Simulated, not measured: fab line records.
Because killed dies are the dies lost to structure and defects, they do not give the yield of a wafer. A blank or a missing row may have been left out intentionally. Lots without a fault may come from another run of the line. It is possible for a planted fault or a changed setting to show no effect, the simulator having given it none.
Chamber matching	flow n5 finfet	rie si-05 running N5_BEOL_M0_SAQP_MANDREL2_REMOVE_110: 4 sister chambers
The step chemistry HBr/Cl2/O2, target a-Si, stops on SiCN, bt time 10 s. 22 wafers are shown with their chamber, then 11 later ones without.

== WAFERS, EACH WITH ITS CHAMBER ==
wafer	chamber	throttle valve pct (%)	drypump motor current A (A)	oes_o_777_au (a.u.)
L074.3	1	36.1	5.7	1.09
L074.4	2	37.5	5.1	0.89
L074.5	3	36.5	5.6	1.00
L077.2	2	37.5	5.1	0.89
L077.3	1	36.2	5.8	1.09
L077.6	0	36.7	6.3	1.00
L079.2	0	36.7	6.2	1.02
L079.3	2	37.5	5.1	0.88
L079.4	3	36.5	5.6	0.99
L080.2	1	36.1	5.7	1.09
L080.4	3	36.5	5.6	0.99
L080.5	2	37.5	5.1	0.89
L081.1	1	36.1	5.7	1.09
L081.2	3	36.5	5.6	1.00
L081.6	2	37.5	5.1	0.89
L082.1	2	37.5	5.1	0.89
L082.3	3	36.5	5.6	1.00
L082.6	3	36.5	5.6	1.00
L083.1	0	36.7	6.3	1.00
L083.2	2	37.5	5.1	0.89
L083.5	0	36.7	6.3	1.00
L084.1	3	36.5	5.6	0.99

SIGNATURES (means of the wafers above)
reading	chamber 0	chamber 1	chamber 2	chamber 3	scatter within a chamber
throttle valve pct	36.700	36.125	37.500	36.500	0.0204
drypump motor current A	6.275	5.725	5.100	5.600	0.0289
oes_o_777_au	1.0050	1.0900	0.8886	0.9957	0.00556
Rule: distance of a wafer from a chamber = root of the sum over the readings of ((wafer's reading minus chamber's mean) / reading's scatter) squared. The wafer belongs to the nearest chamber; if the next one is less than 2 further off, it can't be placed. The scatter is the square root of a quotient: the sum, over the shown wafers, of each reading's squared deviation from its chamber's mean, divided by wafers minus chambers.

== WAFERS WHOSE CHAMBER IS MISSING ==
wafer	throttle valve pct (%)	drypump motor current A (A)	oes_o_777_au (a.u.)
L084.3	36.7	6.3	1.01
L084.5	36.2	5.8	1.08
L088.1	36.2	5.7	1.08
L088.5	36.7	6.3	1.01
L088.6	36.2	5.7	1.09
L089.1	37.5	5.1	0.90
L089.2	36.7	6.3	1.00
L089.5	36.7	6.3	1.01
L090.2	37.5	5.1	0.89
L090.3	36.1	5.8	1.09
L090.6	36.5	5.6	1.00

== WHICH CHAMBER EACH WENT THROUGH ==
wafer	from the rows above	in truth
L084.3	0	0
L084.5	1	1
L088.1	1	1
L088.5	0	0
L088.6	1	1
L089.1	2	2
L089.2	0	0
L089.5	0	0
L090.2	2	2
L090.3	1	1
L090.6	3	3
11 of 11 placed correctly. Left unplaced by these rows: 0. Placed wrongly: 0.
